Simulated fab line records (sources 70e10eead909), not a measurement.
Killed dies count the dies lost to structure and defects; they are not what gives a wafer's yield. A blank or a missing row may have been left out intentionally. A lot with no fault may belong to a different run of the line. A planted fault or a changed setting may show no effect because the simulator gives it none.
fab line records | flow nand-harc
record: lots: 5 | wafers: 15 | last-day: 32
route steps=1302 shown A_CHANNEL_HOLE_D1@465 END@1302
lots that met no fault: from a run of the same line without faults
start-h: start of the lot's first displayed wafer, in hours after the record's first day | wait-h: time in hours since the lot's previous step | " repeats the value in the row above | L1.1+2: one row covering several wafers at once | - either no value or no given start | * or withheld: withheld | < > ~ a bound
route shown NAME@n: NAME is a module with steps in the file, n the number in the route of the first one | usual: mean/standard deviation taken from wafers without a fault | same: alike in all rows | chamber/n: place in a boat | sites: the reading at each site | _std_site: how widely they spread, as a standard deviation | _edge_site: inner sites' mean taken away from outer sites' mean | radius-mm: for every site, how far away it sits from the centre of the wafer | mask NAME#n: copy n | behind: tool/chamber where the wafer was last shaped | hold: reason for holding the lot/hours on hold/outcome of the hold | device: names the non-switching transistor (n, p or np) | end of line: tests of these same wafers at the route's end | a step given without rows: its recipe and nothing more | killed: not the wafer's yield, but the dies lost to structure and defects at the first sort | map: shows each die of a wafer: x if killed, . if not, _ if none is there
set.NAME: setting as actually run; set.NAME@STEP: the setting as run at that earlier step | model.NAME: the simulator's own value behind a step, which no gauge read
certain route steps with their lots: each step a table, each wafer a row
services: a tool's chamber out of use, with start hour (start-h, from the record's first day; less than 0 if before it), hours out, and reason
== steps ==
step: NHARC_A_CHANNEL_HOLE_D1_DESCUM_15
recipe: time-s: 3 | o2-flow-sccm: 200 | ar-flow-sccm: 0 | bias-power-w: 0 | chemistry: O2
step: NHARC_A_CHANNEL_HOLE_D1_ETCH_38
recipe: target-depth-a: 390 | over-etch-frac: 0.3 | time-s: 65 | ion-energy-ev: 80 | cf4-flow-sccm: 150 | ar-flow-sccm: 0 | rf-w: 300 | bias-w: 100 | chemistry: CF4
step: NHARC_A_CHANNEL_HOLE_D1_ETCH_39
recipe: target-depth-a: 2600 | over-etch-frac: 0.3 | time-s: 325 | ion-energy-ev: 200 | n2-flow-sccm: 150 | h2-flow-sccm: 150 | ar-flow-sccm: 0 | rf-w: 400 | bias-w: 150 | chemistry: N2/H2
step: NHARC_A_CHANNEL_HOLE_D1_ETCH_34
recipe: target-depth-a: 1540 | time-s: 77 | cf4-flow-sccm: 100 | chf3-flow-sccm: 30 | ar-flow-sccm: 0 | rf-w: 500 | bias-w: 200 | chemistry: CF4/CHF3
step: NHARC_A_CHANNEL_HOLE_D1_ETCH_16
recipe: target-depth-a: 31000 | over-etch-frac: 0.3 | time-s: 806 | ion-energy-ev: 150 | o2-flow-sccm: 400 | cos-flow-sccm: 20 | ar-flow-sccm: 0 | rf-w: 500 | bias-w: 300 | chemistry: O2/COS
step: NHARC_A_CHANNEL_HOLE_D1_ETCH_19
recipe: bias-v: 1200 | source-w: 2500 | pressure-mtorr: 15 | time-s: 34.5 | ar-flow-sccm: 375 | c4f8-flow-sccm: 28.8 | o2-flow-sccm: 96.2 | temp-c: -20 | target-depth-a: * | chemistry: C4F8/O2/Ar
step: NHARC_A_CHANNEL_HOLE_D1_ETCH_20
recipe: bias-v: 3000 | source-w: withheld | pressure-mtorr: 20 | time-s: 361.9 | ar-flow-sccm: 375 | c4f8-flow-sccm: 89.3 | o2-flow-sccm: 35.7 | temp-c: -20 | target-depth-a: 16000 | chemistry: C4F8/O2/Ar
step: NHARC_A_CHANNEL_HOLE_D1_ETCH_21
recipe: bias-v: 3000 | source-w: withheld | pressure-mtorr: 20 | time-s: 514.3 | ar-flow-sccm: 375 | c4f8-flow-sccm: 89.3 | o2-flow-sccm: 35.7 | temp-c: -20 | target-depth-a: 16000 | chemistry: C4F8/O2/Ar
step: NHARC_A_CHANNEL_HOLE_D1_ETCH_22
recipe: bias-v: 3000 | source-w: withheld | pressure-mtorr: 20 | time-s: 666.7 | ar-flow-sccm: 375 | c4f8-flow-sccm: 89.3 | o2-flow-sccm: 35.7 | temp-c: -20 | target-depth-a: 16000 | chemistry: C4F8/O2/Ar
step: NHARC_A_CHANNEL_HOLE_D1_ETCH_23
recipe: bias-v: 5000 | source-w: withheld | pressure-mtorr: 20 | time-s: 819 | ar-flow-sccm: 375 | c4f8-flow-sccm: 89.3 | o2-flow-sccm: 35.7 | temp-c: -20 | target-depth-a: 16000 | chemistry: C4F8/O2/Ar
step: NHARC_A_CHANNEL_HOLE_D1_ETCH_24
recipe: bias-v: 5000 | source-w: withheld | pressure-mtorr: 20 | time-s: 906.2 | ar-flow-sccm: 375 | c4f8-flow-sccm: 93.8 | o2-flow-sccm: 31.2 | temp-c: -20 | target-depth-a: 15000 | chemistry: C4F8/O2/Ar
step: NHARC_A_CHANNEL_HOLE_D1_ETCH_25
recipe: bias-v: 5000 | source-w: withheld | pressure-mtorr: 20 | time-s: 1040.2 | ar-flow-sccm: 375 | c4f8-flow-sccm: 93.8 | o2-flow-sccm: 31.2 | temp-c: -20 | target-depth-a: 15000 | chemistry: C4F8/O2/Ar
usual: c4f8-flow-sccm: 93.81/0.26 | chamber-pressure-mTorr: 20.000/0.02 | drypump-motor-current-A: 6.36/0.22 | o2-flow-sccm: 31.19/0.084 | showerhead-plenum-p-Torr: 3.60/0.16 | throttle-valve-pct: 32.235/0.0091
lot.wafer | tool        | chamber | start-h | wait-h | c4f8-flow-sccm | chamber-pressure-mTorr | drypump-motor-current-A | o2-flow-sccm | rf-hours-counter-h | showerhead-plenum-p-Torr | throttle-valve-pct
L461.1    | har-etch-02 | 1       | 167.80  | 0.7    | 93.97          | 20.003                 | 6.00                    | 31.22        | 294                | 3.42                     | 32.236
L461.4    | "           | 1       | "       | "      | 93.64          | 19.985                 | 6.00                    | 31.26        | -                  | 3.42                     | 32.241
L461.5    | "           | 0       | "       | "      | 93.60          | 20.008                 | 6.49                    | 31.35        | -                  | 3.50                     | 32.227
L468.2    | har-etch-02 | 1       | 251.76  | 0.6    | -              | -                      | -                       | -            | -                  | -                        | -
L468.3    | "           | 0       | "       | "      | -              | -                      | -                       | -            | -                  | -                        | -
L468.5    | "           | 0       | "       | "      | -              | -                      | -                       | -            | -                  | -                        | -
L470.3    | har-etch-02 | 0       | 256.21  | 0.7    | -              | -                      | -                       | -            | -                  | -                        | -
L470.4    | "           | 1       | "       | "      | -              | -                      | -                       | -            | -                  | -                        | -
L470.5    | "           | 1       | "       | "      | -              | -                      | -                       | -            | -                  | -                        | -
L471.3    | har-etch-02 | 0       | 270.08  | 0.7    | -              | -                      | -                       | -            | -                  | -                        | -
L471.6    | "           | 1       | "       | "      | -              | -                      | -                       | -            | -                  | -                        | -
L471.5    | "           | 0       | "       | "      | -              | -                      | -                       | -            | -                  | -                        | -
L484.4    | har-etch-02 | 0       | 386.17  | 0.7    | 93.98          | 20.039                 | 6.47                    | 31.20        | -                  | 3.92                     | 32.226
L484.6    | "           | 1       | "       | "      | 93.91          | 19.989                 | 6.00                    | 31.17        | -                  | 3.90                     | 32.243
L484.5    | "           | 0       | "       | "      | 93.84          | 20.028                 | 6.51                    | 31.24        | -                  | 3.92                     | 32.228
step: NHARC_A_CHANNEL_HOLE_D1_ETCH_26
recipe: bias-v: 300 | source-w: 2000 | pressure-mtorr: 30 | time-s: 224.1 | ar-flow-sccm: 375 | c4f8-flow-sccm: 11.4 | o2-flow-sccm: 113.6 | temp-c: -20 | target-depth-a: 3000 | chemistry: C4F8/O2/Ar
step: NHARC_A_CHANNEL_HOLE_D1_ETCH_33
recipe: bias-v: 400 | source-w: 2000 | pressure-mtorr: 25 | time-s: 90 | ar-flow-sccm: 375 | c4f8-flow-sccm: 41.7 | o2-flow-sccm: 83.3 | temp-c: -20 | target-depth-a: 4000 | chemistry: C4F8/O2/Ar
step: NHARC_A_CHANNEL_HOLE_D1_STRIP_41
recipe: n2-flow-sccm: 150 | h2-flow-sccm: 150 | ar-flow-sccm: 0 | bias-w: 0 | chemistry: N2/H2
step: NHARC_A_CHANNEL_HOLE_D1_STRIP_42
recipe: cf4-flow-sccm: 100 | chf3-flow-sccm: 30 | ar-flow-sccm: 0 | bias-w: 0 | chemistry: CF4/CHF3
step: NHARC_A_CHANNEL_HOLE_D1_STRIP_43
recipe: o2-flow-sccm: 400 | cos-flow-sccm: 20 | ar-flow-sccm: 0 | bias-w: 0 | chemistry: O2/COS
step: NHARC_A_CHANNEL_HOLE_D1_ETCH_44
recipe: target-depth-a: 1400 | overetch-a: 140 | time-s: 77 | ion-energy-ev: 100 | cf4-flow-sccm: 80 | o2-flow-sccm: 20 | ar-flow-sccm: 0 | rf-w: 300 | bias-w: 100 | chemistry: CF4/O2
usual: bias-w: 99.96/0.28 | cf4-flow-sccm: 79.96/0.23 | drypump-motor-current-A: 6.0/0.56 | o2-flow-sccm: 20.00/0.064 | oes-product-au: 0.993/0.013 | rf-vpp-V: 198.5/1.2 | showerhead-plenum-p-Torr: 1.37/0.046 | throttle-valve-pct: 13.396/0.0091
lot.wafer | tool        | chamber | start-h | wait-h | bias-w | cf4-flow-sccm | drypump-motor-current-A | o2-flow-sccm | oes-product-au | rf-hours-counter-h | rf-vpp-V | showerhead-plenum-p-Torr | throttle-valve-pct | model.A_CHANNEL_HOLE_D1.cd-nm
L461.1    | rie-diel-09 | 1       | 169.49  | 0.1    | 99.88  | 79.93         | 6.1                     | 19.91        | 0.981          | 3                  | 198.9    | 1.40                     | 13.395             | 91.89
L461.4    | "           | 2       | "       | "      | 100.10 | 80.26         | 5.8                     | 19.91        | 0.976          | 3                  | 200.4    | 1.42                     | 13.395             | 88.94
L461.5    | "           | 1       | "       | "      | 99.81  | 79.90         | 6.1                     | 19.92        | 0.977          | -                  | 200.4    | 1.40                     | 13.401             | 88.41
L468.3    | rie-diel-09 | 0       | 253.59  | 0.1    | 100.17 | 79.80         | 6.1                     | 19.97        | 1.001          | 9                  | 198.3    | 1.36                     | 13.408             | 99.95
L468.2    | "           | 3       | "       | "      | 99.95  | 80.00         | 6.8                     | 20.16        | 1.019          | 10                 | 198.0    | 1.33                     | 13.400             | 99.55
L468.5    | "           | 1       | "       | "      | 100.44 | 79.78         | 6.2                     | 20.04        | 0.982          | -                  | 199.0    | 1.40                     | 13.411             | 97.78
L470.4    | rie-diel-09 | 1       | 257.75  | 0.1    | 99.39  | 79.99         | 6.2                     | 19.99        | 0.971          | 10                 | 197.2    | 1.40                     | 13.394             | 97.73
L470.3    | "           | 3       | "       | "      | 100.11 | 80.17         | 6.8                     | 19.99        | 1.011          | 10                 | 197.3    | 1.33                     | 13.397             | 98.48
L470.5    | "           | 2       | "       | "      | 100.34 | 80.30         | 5.8                     | 20.04        | 0.985          | -                  | 199.2    | 1.42                     | 13.394             | 96.62
L471.3    | rie-diel-09 | 1       | 271.49  | 0.1    | 100.34 | 80.01         | 6.2                     | 20.04        | 0.980          | 11                 | 199.0    | 1.40                     | 13.397             | 98.73
L471.5    | "           | 3       | "       | "      | 100.07 | 79.79         | 6.8                     | 19.94        | 1.002          | -                  | 198.2    | 1.33                     | 13.388             | 98.77
L471.6    | "           | 0       | "       | "      | 99.65  | 80.15         | 6.0                     | 20.02        | 0.985          | -                  | 197.9    | 1.36                     | 13.389             | 96.22
L484.4    | rie-diel-09 | 0       | 387.59  | 0.1    | 99.42  | 79.62         | 6.1                     | 19.96        | 0.977          | 7                  | 197.1    | 1.36                     | 13.399             | 90.53
L484.5    | "           | 1       | "       | "      | 99.72  | 80.39         | 6.2                     | 19.90        | 0.984          | -                  | 198.8    | 1.40                     | 13.379             | 90.43
L484.6    | "           | 2       | "       | "      | 99.92  | 80.08         | 5.8                     | 20.13        | 0.997          | -                  | 199.0    | 1.42                     | 13.391             | 90.82
step: NHARC_A_CHANNEL_HOLE_D1_STRIP_27
recipe: o2-flow-sccm: 500 | ar-flow-sccm: 0 | bias-w: 0 | chemistry: O2
step: NHARC_A_CHANNEL_HOLE_D1_PRECLEAN_28
recipe: time-s: * | temp-c: 50 | bath-age-min: 0 | chemistry: SC1
step: NHARC_A_CHANNEL_HOLE_D1_SRD_29
step: NHARC_A_CHANNEL_HOLE_D1_CD_MEAS_30
usual: cd-nm: 89.8/1.4
lot.wafer | tool      | chamber | start-h | wait-h | cd-nm
L461.1    | cd-sem-01 | -       | 170.29  | -      | 92.6
L461.4    | "         | -       | "       | "      | 88.4
L461.5    | "         | -       | "       | "      | 88.8
L468.2    | cd-sem-03 | -       | 254.40  | -      | -0.2
L468.3    | "         | -       | "       | "      | -0.1
L468.5    | "         | -       | "       | "      | 0.2
L470.3    | cd-sem-02 | -       | 258.54  | -      | 1.0
L470.4    | "         | -       | "       | "      | -0.2
L470.5    | "         | -       | "       | "      | 1.0
L471.3    | cd-sem-03 | -       | 272.27  | -      | 0.0
L471.5    | "         | -       | "       | "      | -0.1
L471.6    | "         | -       | "       | "      | 0.8
L484.4    | cd-sem-03 | -       | 388.38  | -      | 90.8
L484.5    | "         | -       | "       | "      | 90.1
L484.6    | "         | -       | "       | "      | 90.6
step: NHARC_A_CHANNEL_HOLE_D1_XSEM_31
recipe: landing-energy-ev: 35000
usual: bot-cd-nm: 74.3/1.4 | bow-nm: 8.56/0.29 | tilt-deg: 0.07/0.041
lot.wafer | tool    | chamber | start-h | wait-h | bot-cd-nm | bow-nm | tilt-deg
L461.1    | xsem-01 | 0       | 170.37  | 0.1    | 77.0      | 8.76   | 0.04
L461.4    | "       | 0       | "       | "      | 72.0      | 8.87   | 0.04
L461.5    | "       | 0       | "       | "      | 73.1      | 8.76   | 0.04
L468.2    | xsem-01 | 0       | 254.48  | 0.1    | 0.0       | 0.20   | 0.06
L468.3    | "       | 0       | "       | "      | 0.0       | 0.20   | 0.06
L468.5    | "       | 0       | "       | "      | 0.0       | 0.20   | 0.06
L470.3    | xsem-01 | 0       | 258.63  | 0.1    | 1.0       | 0.38   | 0.05
L470.4    | "       | 0       | "       | "      | 0.4       | 0.38   | 0.05
L470.5    | "       | 0       | "       | "      | 1.3       | 0.38   | 0.05
L471.3    | xsem-02 | 0       | 272.37  | 0.1    | 0.0       | 0.84   | 0.11
L471.5    | "       | 0       | "       | "      | 0.0       | 0.85   | 0.11
L471.6    | "       | 0       | "       | "      | 0.6       | 0.85   | 0.11
L484.4    | xsem-02 | 0       | 388.47  | 0.1    | 76.0      | 8.29   | 0.08
L484.5    | "       | 0       | "       | "      | 75.4      | 8.33   | 0.08
L484.6    | "       | 0       | "       | "      | 75.1      | 8.32   | 0.08
step: NHARC_END_SORT_01
recipe: temp-c: 25
usual: killed-at-array: 62/18 | killed-at-other: 0.9/1.2 | killed-at-periphery: 4.2/2.9 | killed-dies: 67/17 | killed-open: 3.6/1.9 | killed-short: 2.5/1.6
same: gross-dies: 677
lot.wafer | tool      | chamber | start-h | wait-h | killed-at-array | killed-at-other | killed-at-periphery | killed-dies | killed-open | killed-short
L461.1    | prober-01 | 0       | 594.03  | 2.5    | 72              | 1               | 5                   | 78          | 3           | 2
L461.4    | prober-01 | 0       | 596.43  | 3.4    | 74              | 1               | 2                   | 77          | 0           | 3
L461.5    | prober-01 | 0       | 597.23  | 3.7    | 67              | 3               | 4                   | 74          | 4           | 2
L468.2    | prober-02 | 0       | 625.61  | 2.8    | 677             | 0               | 0                   | 677         | 4           | 4
L468.3    | prober-02 | 0       | 626.41  | 3.1    | 675             | 1               | 1                   | 677         | 4           | 1
L468.5    | prober-02 | 0       | 628.03  | 3.7    | 676             | 0               | 1                   | 677         | 2           | 3
L470.3    | prober-02 | 0       | 639.22  | 3.1    | 674             | 1               | 2                   | 677         | 4           | 3
L470.4    | prober-02 | 0       | 640.03  | 3.4    | 676             | 1               | 0                   | 677         | 2           | 2
L470.5    | prober-02 | 0       | 640.83  | 3.7    | 672             | 3               | 2                   | 677         | 10          | 7
L471.3    | prober-02 | 0       | 649.16  | 3.1    | 674             | 0               | 3                   | 677         | 4           | 1
L471.5    | prober-02 | 0       | 650.75  | 3.7    | 675             | 0               | 2                   | 677         | 4           | 1
L471.6    | prober-02 | 0       | 651.54  | 4.0    | 677             | 0               | 0                   | 677         | 3           | 2
L484.4    | prober-02 | 0       | 765.81  | 3.4    | 63              | 1               | 2                   | 66          | 4           | 7
L484.5    | prober-02 | 0       | 766.61  | 3.7    | 70              | 2               | 2                   | 74          | 3           | 5
L484.6    | prober-02 | 0       | 767.40  | 4.0    | 58              | 0               | 1                   | 59          | 2           | 4
killed by level:class
L461.1 A_CHANNEL_HOLE_D1:chamber-film-flake=30 A_SLIT:chamber-film-flake=19 A_CHANNEL_HOLE_D2:chamber-film-flake=6 A_STAIRCASE:chamber-film-flake=5 A_CONTACT:chamber-film-flake=4 P_CONTACT:geometric-particle:open=2 A_CHANNEL_FILL_D1:geometric-particle:short=2 A_BLC:chamber-film-flake=2
L461.4 A_CHANNEL_HOLE_D1:chamber-film-flake=33 A_SLIT:chamber-film-flake=21 A_CHANNEL_HOLE_D2:chamber-film-flake=5 A_CONTACT:chamber-film-flake=5 A_STAIRCASE:chamber-film-flake=4 A_WL_FILL:chamber-film-flake=3 A_CHANNEL_FILL_D1:geometric-particle:short=1 A_ONON_D2:geometric-particle:short=1
L461.5 A_CHANNEL_HOLE_D1:chamber-film-flake=23 A_SLIT:chamber-film-flake=19 A_CHANNEL_HOLE_D2:chamber-film-flake=7 A_STAIRCASE:chamber-film-flake=4 A_CONTACT:chamber-film-flake=3 A_BONDPAD:chamber-film-flake=3 P_GATE:chamber-film-flake=2 P_BONDPAD:chamber-film-flake=2
L468.2 A_CHANNEL_HOLE_D1:area-etch=589 A_CHANNEL_HOLE_D1:chamber-film-flake=30 A_SLIT:chamber-film-flake=29 A_CHANNEL_HOLE_D2:chamber-film-flake=12 A_WL_FILL:chamber-film-flake=6 A_ONON_D1:geometric-particle:open=2 A_CHANNEL_HOLE_D1:geometric-particle:short=2 A_STAIRCASE:chamber-film-flake=2
L468.3 A_CHANNEL_HOLE_D1:area-etch=587 A_CHANNEL_HOLE_D1:chamber-film-flake=30 A_SLIT:chamber-film-flake=29 A_CHANNEL_HOLE_D2:chamber-film-flake=15 A_CHANNEL_HOLE_D1:geometric-particle:open=3 A_M1:chamber-film-flake=3 A_CONTACT:chamber-film-flake=2 A_ONON_D2:geometric-particle:short=1
L468.5 A_CHANNEL_HOLE_D1:area-etch=595 A_CHANNEL_HOLE_D1:chamber-film-flake=32 A_SLIT:chamber-film-flake=28 A_CHANNEL_HOLE_D2:chamber-film-flake=9 A_WL_FILL:geometric-particle:short=3 A_WL_FILL:chamber-film-flake=3 A_WL_FILL:geometric-particle:open=1 A_M0:geometric-particle:open=1
L470.3 A_CHANNEL_HOLE_D1:area-etch=625 A_CHANNEL_HOLE_D1:chamber-film-flake=25 A_CHANNEL_HOLE_D2:chamber-film-flake=14 A_CHANNEL_FILL_D1:geometric-particle:open=2 A_WL_FILL:chamber-film-flake=2 P_CONTACT:geometric-particle:open=1 A_CHANNEL_FILL_D1:geometric-particle:short=1 A_DECK1_JOINT:geometric-particle:short=1
L470.4 A_CHANNEL_HOLE_D1:area-etch=614 A_CHANNEL_HOLE_D1:chamber-film-flake=36 A_CHANNEL_HOLE_D2:chamber-film-flake=13 A_SLIT:chamber-film-flake=4 A_WL_FILL:chamber-film-flake=2 A_CHANNEL_HOLE_D1:geometric-particle:open=1 A_SGD_CUT:geometric-particle:short=1 A_WL_FILL:geometric-particle:short=1
L470.5 A_CHANNEL_HOLE_D1:area-etch=598 A_CHANNEL_HOLE_D1:chamber-film-flake=33 A_CHANNEL_HOLE_D2:chamber-film-flake=18 A_CHANNEL_HOLE_D1:geometric-particle:open=4 A_STAIRCASE:chamber-film-flake=3 THIN_TSV:chamber-film-flake=3 A_CHANNEL_FILL_D1:geometric-particle:open=2 A_CHANNEL_FILL_D1:geometric-particle:short=2
L471.3 A_CHANNEL_HOLE_D1:area-etch=613 A_CHANNEL_HOLE_D1:chamber-film-flake=24 A_SLIT:chamber-film-flake=24 A_SGD_CUT:chamber-film-flake=4 A_CONTACT:chamber-film-flake=4 P_GATE:geometric-particle:open=1 P_CONTACT:geometric-particle:open=1 A_DECK1_JOINT:geometric-particle:open=1
L471.5 A_CHANNEL_HOLE_D1:area-etch=597 A_SLIT:chamber-film-flake=34 A_CHANNEL_HOLE_D1:chamber-film-flake=26 A_SGD_CUT:chamber-film-flake=5 A_STAIRCASE:chamber-film-flake=4 A_CONTACT:chamber-film-flake=4 A_CHANNEL_FILL_D1:geometric-particle:open=1 A_CHANNEL_FILL_D2:geometric-particle:open=1
L471.6 A_CHANNEL_HOLE_D1:area-etch=611 A_CHANNEL_HOLE_D1:chamber-film-flake=30 A_SLIT:chamber-film-flake=24 A_STAIRCASE:chamber-film-flake=2 A_CONTACT:chamber-film-flake=2 A_CHANNEL_FILL_D1:geometric-particle:open=1 A_DECK1_JOINT:geometric-particle:open=1 A_ONON_D2:geometric-particle:short=1
L484.4 A_CHANNEL_HOLE_D2:chamber-film-flake=29 A_SLIT:chamber-film-flake=22 A_CONTACT:chamber-film-flake=3 P_CONTACT:geometric-particle:short=2 A_DECK1_JOINT:geometric-particle:short=2 A_ONON_D2:geometric-particle:short=2 A_ONON_D1:geometric-particle:short=1 A_ONON_D1:geometric-particle:open=1
L484.5 A_CHANNEL_HOLE_D2:chamber-film-flake=32 A_SLIT:chamber-film-flake=23 A_CONTACT:chamber-film-flake=7 A_WL_FILL:geometric-particle:short=2 THIN_TSV:chamber-film-flake=2 P_CONTACT:geometric-particle:open=1 A_ONON_D1:geometric-particle:open=1 A_CHANNEL_HOLE_D1:geometric-particle:short=1
L484.6 A_CHANNEL_HOLE_D2:chamber-film-flake=28 A_SLIT:chamber-film-flake=19 A_CONTACT:chamber-film-flake=3 A_ONON_D2:geometric-particle:short=2 A_ONON_D1:geometric-particle:short=1 A_CHANNEL_HOLE_D1:geometric-particle:open=1 A_CHANNEL_FILL_D2:geometric-particle:short=1 A_WL_FILL:geometric-particle:open=1
map L468.2 (x killed, . not)
____________x____________
_________xxxxxxx_________
_______xxxxxxxxxxx_______
______xxxxxxxxxxxxx______
_____xxxxxxxxxxxxxxx_____
____xxxxxxxxxxxxxxxxx____
____xxxxxxxxxxxxxxxxx____
___xxxxxxxxxxxxxxxxxxx___
___xxxxxxxxxxxxxxxxxxx___
__xxxxxxxxxxxxxxxxxxxxx__
__xxxxxxxxxxxxxxxxxxxxx__
_xxxxxxxxxxxxxxxxxxxxxxx_
_xxxxxxxxxxxxxxxxxxxxxxx_
_xxxxxxxxxxxxxxxxxxxxxxx_
_xxxxxxxxxxxxxxxxxxxxxxx_
_xxxxxxxxxxxxxxxxxxxxxxx_
xxxxxxxxxxxxxxxxxxxxxxxxx
xxxxxxxxxxxxxxxxxxxxxxxxx
xxxxxxxxxxxxxxxxxxxxxxxxx
xxxxxxxxxxxxxxxxxxxxxxxxx
xxxxxxxxxxxxxxxxxxxxxxxxx
_xxxxxxxxxxxxxxxxxxxxxxx_
_xxxxxxxxxxxxxxxxxxxxxxx_
_xxxxxxxxxxxxxxxxxxxxxxx_
_xxxxxxxxxxxxxxxxxxxxxxx_
_xxxxxxxxxxxxxxxxxxxxxxx_
__xxxxxxxxxxxxxxxxxxxxx__
__xxxxxxxxxxxxxxxxxxxxx__
___xxxxxxxxxxxxxxxxxxx___
___xxxxxxxxxxxxxxxxxxx___
____xxxxxxxxxxxxxxxxx____
____xxxxxxxxxxxxxxxxx____
_____xxxxxxxxxxxxxxx_____
______xxxxxxxxxxxxx______
_______xxxxxxxxxxx_______
_________xxxxxxx_________
____________x____________
map L470.3 (x killed, . not)
____________x____________
_________xxxxxxx_________
_______xxxxxxxxxxx_______
______xxxxxxxxxxxxx______
_____xxxxxxxxxxxxxxx_____
____xxxxxxxxxxxxxxxxx____
____xxxxxxxxxxxxxxxxx____
___xxxxxxxxxxxxxxxxxxx___
___xxxxxxxxxxxxxxxxxxx___
__xxxxxxxxxxxxxxxxxxxxx__
__xxxxxxxxxxxxxxxxxxxxx__
_xxxxxxxxxxxxxxxxxxxxxxx_
_xxxxxxxxxxxxxxxxxxxxxxx_
_xxxxxxxxxxxxxxxxxxxxxxx_
_xxxxxxxxxxxxxxxxxxxxxxx_
_xxxxxxxxxxxxxxxxxxxxxxx_
xxxxxxxxxxxxxxxxxxxxxxxxx
xxxxxxxxxxxxxxxxxxxxxxxxx
xxxxxxxxxxxxxxxxxxxxxxxxx
xxxxxxxxxxxxxxxxxxxxxxxxx
xxxxxxxxxxxxxxxxxxxxxxxxx
_xxxxxxxxxxxxxxxxxxxxxxx_
_xxxxxxxxxxxxxxxxxxxxxxx_
_xxxxxxxxxxxxxxxxxxxxxxx_
_xxxxxxxxxxxxxxxxxxxxxxx_
_xxxxxxxxxxxxxxxxxxxxxxx_
__xxxxxxxxxxxxxxxxxxxxx__
__xxxxxxxxxxxxxxxxxxxxx__
___xxxxxxxxxxxxxxxxxxx___
___xxxxxxxxxxxxxxxxxxx___
____xxxxxxxxxxxxxxxxx____
____xxxxxxxxxxxxxxxxx____
_____xxxxxxxxxxxxxxx_____
______xxxxxxxxxxxxx______
_______xxxxxxxxxxx_______
_________xxxxxxx_________
____________x____________
== services ==
tool        | chamber | start-h | hours | kind
har-etch-02 | -       | 147.79  | 2.1   | repair
rie-diel-09 | 0       | 152.68  | -     | clean
rie-diel-09 | 1       | 152.68  | -     | clean
rie-diel-09 | 2       | 152.68  | -     | clean
rie-diel-09 | 3       | 152.68  | -     | clean
rie-diel-09 | 2       | 167.10  | 1.4   | repair
rie-diel-09 | 0       | 177.18  | -     | clean
rie-diel-09 | 1       | 177.18  | -     | clean
rie-diel-09 | 2       | 177.18  | -     | clean
rie-diel-09 | 3       | 177.18  | -     | clean
rie-diel-09 | 0       | 201.68  | -     | clean
rie-diel-09 | 1       | 201.68  | -     | clean
rie-diel-09 | 2       | 201.68  | -     | clean
rie-diel-09 | 3       | 201.68  | -     | clean
rie-diel-09 | 0       | 226.31  | -     | clean
rie-diel-09 | 1       | 226.31  | -     | clean
rie-diel-09 | 2       | 226.31  | -     | clean
rie-diel-09 | 3       | 226.31  | -     | clean
rie-diel-09 | 0       | 250.81  | -     | clean
rie-diel-09 | 1       | 250.81  | -     | clean
rie-diel-09 | 2       | 250.81  | -     | clean
rie-diel-09 | -       | 296.18  | 9.0   | pm
xsem-01     | -       | 350.00  | 14.0  | pm
har-etch-02 | -       | 357.48  | 17.0  | pm
== key ==
first-sign: step: NHARC_A_CHANNEL_HOLE_D1_ETCH_25 | reading: tool-record | direction: missing
effect: step: NHARC_A_CHANNEL_HOLE_D1_CD_MEAS_30 | reading: cd-nm | direction: down | sigmas: 66 | usual: 89.8 | struck: 0.3
effect: step: NHARC_A_CHANNEL_HOLE_D1_XSEM_31 | reading: bot-cd-nm | direction: down | sigmas: 51 | usual: 74.3 | struck: 0.4
effect: step: NHARC_END_SORT_01 | reading: killed-dies | direction: up | sigmas: 35 | usual: 67 | struck: 677
model-effect: step: NHARC_A_CHANNEL_HOLE_D1_ETCH_44 | value: A_CHANNEL_HOLE_D1.cd-nm | without: 88.95 | struck: 98.2
more-kills-born-at: NHARC_A_CHANNEL_HOLE_D1_ETCH_25@har-etch-02: 5429
met-at NHARC_A_CHANNEL_HOLE_D1_ETCH_25
struck-wafers L468.2,L468.3,L468.5,L470.3,L470.4,L470.5,L471.3,L471.5,L471.6
later-rows-left-out L468.2,L468.3,L468.5,L470.3,L470.4,L470.5,L471.3,L471.5,L471.6
tester-left-out L468,L470,L471
onset-between 167.80 251.76
fault: kind: skipped-step-whole | tool: har-etch-02 | chamber: - | onset-h: 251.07 | steps: NHARC_A_CHANNEL_HOLE_D1_ETCH_25 | scope: struck-lots-only
tester-left-out: of these lots the tester's yield and bins aren't shown, on N5 and GAA mostly nor the transistor test; their killed dies are dies lost to structure and defects alone, not to doping, threshold or leakage, so they don't give the yield
later-rows-left-out: the simulator's readings of these wafers behind a module that went badly wrong aren't trusted and aren't shown, but for the sort
